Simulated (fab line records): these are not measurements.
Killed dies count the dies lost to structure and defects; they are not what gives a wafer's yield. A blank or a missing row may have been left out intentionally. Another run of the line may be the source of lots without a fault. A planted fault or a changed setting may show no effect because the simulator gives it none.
The tool behind it: which one?    flow nand harc    Sampling: 13 lots, 39 wafers, 4 of 1159 route steps

## WHAT THE GAUGES READ, wafer by wafer
NHARC_END_SORT_01. Usual: defect limited yield 95.4 %, standard deviation 1.8; killed at array 27, standard deviation 12; killed at other 0.5, standard deviation 0.9; killed at periphery 3.7, standard deviation 2.7; killed dies 31, standard deviation 12; killed open 3.3, standard deviation 2; killed short 2.0, standard deviation 1.4; sort_bin_2_pct 1.4 %, standard deviation 0.74; sort_bin_3_pct 0.25 %, standard deviation 0.2; sort_bin_4_pct 2.9 %, standard deviation 1.1; sort n pass 646, standard deviation 12; sort rim yield pct 96.4 %, standard deviation 2.8; sort yield pct 95.4 %, standard deviation 1.8.
lot   measured      on         defect limited yield (%)  killed at array  killed at other  killed at periphery  killed dies  killed open  killed short  sort_bin_2_pct (%)  sort_bin_3_pct (%)  sort_bin_4_pct (%)  sort n pass  sort rim yield pct (%)  sort yield pct (%)  flag
L762  day 20 17:57  prober-01  94.4 96.2 95.9            27 19 22         0 0 0            11 7 6               38 26 28     2 3 4        4 1 2         2.2 1.2 0.6         0 0 0               3.4 2.7 3.5         639 651 649  98.1 95.3 95.3          94.4 96.2 95.9      
L763  day 21 07:53  prober-01  94.7 94.8 96.3            31 32 22         1 0 0            4 3 3                36 35 25     11 11 2      2 0 2         2.8 1.9 1.2         0.15 0.15 0.30      2.4 3.1 2.2         641 642 652  100.0 97.2 100.0        94.7 94.8 96.3      
L764  day 21 00:09  prober-02  97.0 97.3 97.2            17 13 15         0 1 0            3 4 4                20 18 19     3 2 4        4 2 3         0.4 0.9 0.7         0.15 0 0.15         2.4 1.8 1.9         657 659 658  94.3 97.2 95.3          97.0 97.3 97.2      
L766  day 21 16:32  prober-01  97.8 95.7 95.0            13 29 30         0 0 4            2 0 0                15 29 34     0 2 6        1 1 1         0.4 1.3 1.9         0.15 0 0.15         1.6 3.0 3.0         662 648 643  99.1 98.1 97.2          97.8 95.7 95.0      
L769  day 22 00:20  prober-01  85.1 85.5 85.5            18 19 16         0 0 1            83 79 81             101 98 98    5 2 4        3 3 3         7.5 6.8 6.9         2.51 2.36 2.66      4.9 5.3 4.9         576 579 579  94.3 92.5 93.4          85.1 85.5 85.5      OFF
L771  day 22 08:08  prober-01  96.2 97.2 97.5            20 17 11         0 0 1            6 2 5                26 19 17     3 2 7        5 3 2         1.5 0.7 0.3         0 0.44 0            2.4 1.6 2.2         651 658 660  96.2 94.3 97.2          96.2 97.2 97.5      
L770  day 22 08:14  prober-02  95.1 95.3 94.2            25 25 30         1 0 2            7 7 7                33 32 39     4 2 7        3 6 1         1.0 1.5 2.4         0.15 0.15 0.15      3.7 3.1 3.2         644 645 638  97.2 98.1 97.2          95.1 95.3 94.2      
L773  day 24 12:33  prober-02  95.6 95.6 94.8            26 26 32         2 0 0            2 4 3                30 30 35     2 3 5        1 2 2         1.3 1.3 2.4         0.15 0.30 0.30      3.0 2.8 2.5         647 647 642  96.2 98.1 98.1          95.6 95.6 94.8      
L779  day 24 19:31  prober-02  93.1 93.2 91.7            45 43 53         1 0 1            1 3 2                47 46 56     2 2 4        0 2 3         3.1 1.8 1.9         0.44 0.74 0.44      3.4 4.3 5.9         630 631 621  96.2 94.3 96.2          93.1 93.2 91.7      
L777  day 25 03:20  prober-01  92.5 94.7 92.0            50 36 52         0 0 0            1 0 2                51 36 54     3 1 8        1 2 4         3.4 1.5 3.2         0.30 0.30 0.30      3.8 3.5 4.4         626 641 623  91.5 90.6 97.2          92.5 94.7 92.0      
L782  day 25 10:19  prober-02  97.3 97.8 96.3            12 13 20         1 1 2            5 1 3                18 15 25     3 2 5        5 3 3         0.9 0.3 1.2         0 0 0               1.8 1.9 2.5         659 662 652  95.3 98.1 98.1          97.3 97.8 96.3      
L781  day 25 19:44  prober-01  95.4 93.6 95.6            29 41 28         2 0 2            0 2 0                31 43 30     2 4 3        1 2 1         1.8 1.6 1.3         0.15 0.44 0.59      2.7 4.3 2.5         646 634 647  90.6 96.2 88.7          95.4 93.6 95.6      
L784  day 26 01:59  prober-02  96.9 98.5 99.0            18 9 6           1 0 0            2 1 1                21 10 7      4 0 1        3 3 1         0.7 0.3 0           0.30 0.15 0         2.1 1.0 1.0         656 667 670  99.1 98.1 100.0         96.9 98.5 99.0      

## WHICH TOOL RAN EACH LOT (tool, then ch and the chambers of the sampled wafers, then the start)
lot   NHARC_P_M1_PVD_21             NHARC_THIN_TSV_DESCUM_14            NHARC_THIN_TSV_DEP_47
L762  pvd sputter-01, day 5 22:20   rie diel-01 ch 0,2, day 19 12:49    pecvd-02 ch 1,2, day 19 14:40
L763  pvd sputter-02, day 6 13:47   rie diel-10 ch 0,1, day 19 18:42    pecvd-02 ch 0,2, day 19 20:23
L764  pvd sputter-03, day 6 20:17   rie diel-01 ch 0,1,3, day 19 19:45  pecvd-01 ch 0,1,2, day 19 21:25
L766  pvd sputter-01, day 7 11:38   rie diel-10 ch 0,1,3, day 20 15:56  pecvd-01 ch 0,1, day 20 17:57
L769  pvd sputter-02, day 7 23:58   rie diel-01 ch 0,1,2, day 21 01:41  pecvd-02 ch 0,1,2, day 21 03:24
L771  pvd sputter-03, day 8 11:27   rie diel-02 ch 1,2,3, day 21 17:52  pecvd-01 ch 0,1, day 21 19:37
L770  pvd sputter-01, day 8 11:38   rie diel-10 ch 0,1,3, day 21 16:40  pecvd-01 ch 1,2, day 21 18:20
L773  pvd sputter-01, day 10 13:37  rie diel-10 ch 0,1,2, day 23 19:41  pecvd-03 ch 1,2, day 23 21:36
L779  pvd sputter-03, day 10 15:22  rie diel-10 ch 1,2,3, day 23 21:50  pecvd-03 ch 1,2, day 23 23:35
L777  pvd sputter-01, day 10 22:02  rie diel-01 ch 0,1,2, day 24 11:15  pecvd-03 ch 1,2, day 24 13:02
L782  pvd sputter-03, day 11 03:05  rie diel-10 ch 1,2,3, day 24 21:45  pecvd-01 ch 0,1,2, day 24 23:35
L781  pvd sputter-03, day 11 03:46  rie diel-10 ch 1,2, day 25 00:21    pecvd-01 ch 1,2, day 25 02:26
L784  pvd sputter-01, day 11 06:20  rie diel-01 ch 0,2,3, day 25 09:22  pecvd-01 ch 0,1, day 25 11:04
- NHARC_P_M1_PVD_21: deposits Cu, target thk 30 nm, time 20.49 s.
- NHARC_THIN_TSV_DESCUM_14: chemistry O2, time 3 s.
- NHARC_THIN_TSV_DEP_47: deposits SiO2, target thk 200 nm.

## WHAT THE TOOLS THEMSELVES READ (means of the sampled wafers that have a number; where no wafer has one, the mark that the record gives instead)
NHARC_P_M1_PVD_21. Usual: throttle valve pct reads 29.7 % (standard deviation 0.8).
lot   tool            throttle valve pct (%)  flag
L762  pvd sputter-01  29.4                    
L763  pvd sputter-02  29.4                    
L764  pvd sputter-03  30.6                    
L766  pvd sputter-01  28.9                    
L769  pvd sputter-02  29.2                    
L771  pvd sputter-03  30.2                    
L770  pvd sputter-01  29.3                    
L773  pvd sputter-01  30.2                    
L779  pvd sputter-03  30.2                    
L777  pvd sputter-01  29.3                    
L782  pvd sputter-03  30.3                    
L781  pvd sputter-03  30.6                    
L784  pvd sputter-01  29.6                    

NHARC_THIN_TSV_DESCUM_14. Usual: drypump motor current A 5.7 A, standard deviation 0.42; oes product au 0.998 a.u., standard deviation 0.011; rf vpp V 57.6 V, standard deviation 0.85; showerhead plenum p Torr 1.88 Torr, standard deviation 0.058; throttle valve pct 11.310 %, standard deviation 0.0092.
lot   tool         drypump motor current A (A)  oes product au (a.u.)  rf vpp V (V)  showerhead plenum p Torr (Torr)  throttle valve pct (%)  flag
L762  rie diel-01  5.5                          1.008                  57.6          1.94                             11.300                  
L763  rie diel-10  5.5                          0.986                  57.5          1.87                             11.310                  
L764  rie diel-01  5.8                          1.005                  58.3          1.89                             11.306                  
L766  rie diel-10  5.4                          0.992                  57.9          1.88                             11.300                  
L769  rie diel-01  5.7                          1.005                  57.2          1.93                             11.318                  
L771  rie diel-02  5.9                          1.011                  57.8          1.81                             11.317                  
L770  rie diel-10  5.4                          0.996                  58.3          1.88                             11.300                  
L773  rie diel-10  5.8                          0.988                  57.0          1.89                             11.310                  
L779  rie diel-10  5.5                          0.991                  58.1          1.90                             11.316                  
L777  rie diel-01  5.6                          1.004                  57.7          1.93                             11.316                  
L782  rie diel-10  5.5                          0.991                  57.6          1.90                             11.307                  
L781  rie diel-10  5.6                          0.986                  57.6          1.88                             11.313                  
L784  rie diel-01  5.7                          1.000                  57.4          1.89                             11.313                  

NHARC_THIN_TSV_DEP_47. Usual: throttle valve pct reads 15.7 % (standard deviation 0.42).
lot   tool      throttle valve pct (%)  flag
L762  pecvd-02  16.1                    
L763  pecvd-02  15.6                    
L764  pecvd-01  15.6                    
L766  pecvd-01  15.5                    
L769  pecvd-02  15.9                    
L771  pecvd-01  15.4                    
L770  pecvd-01  15.8                    
L773  pecvd-03  15.5                    
L779  pecvd-03  15.3                    
L777  pecvd-03  15.5                    
L782  pecvd-01  16.0                    
L781  pecvd-01  16.0                    
L784  pecvd-01  15.9                    

## THE ANSWER, worked out from the rows above alone
Rule: a lot is off if the mean of its wafers that have a number lies more than 3 standard deviations from the usual mean. A lot without any number at a reading at which 4 lots or more have one is off too. Any other lot the step has rows for is counted as sound. The gauges are gone through in route order, then the tools' own readings, and for those a lot's mean is taken as printed above. At the first step where some lot is off, the reading lying furthest off is the one used; lots without a number count as furthest.
Off: L769, at NHARC_END_SORT_01 (killed at periphery).
A tool fits if, at a process step before that reading, it ran every lot that is off, and no sound lot after the first of them. Gauges at NHARC_END_SORT_01: tried the same way as those tools. Can't be told from this: 2 tools fit, pvd sputter-02 at NHARC_P_M1_PVD_21, pecvd-02 at NHARC_THIN_TSV_DEP_47.

## WHAT WAS PUT IN BY THE SIMULATOR
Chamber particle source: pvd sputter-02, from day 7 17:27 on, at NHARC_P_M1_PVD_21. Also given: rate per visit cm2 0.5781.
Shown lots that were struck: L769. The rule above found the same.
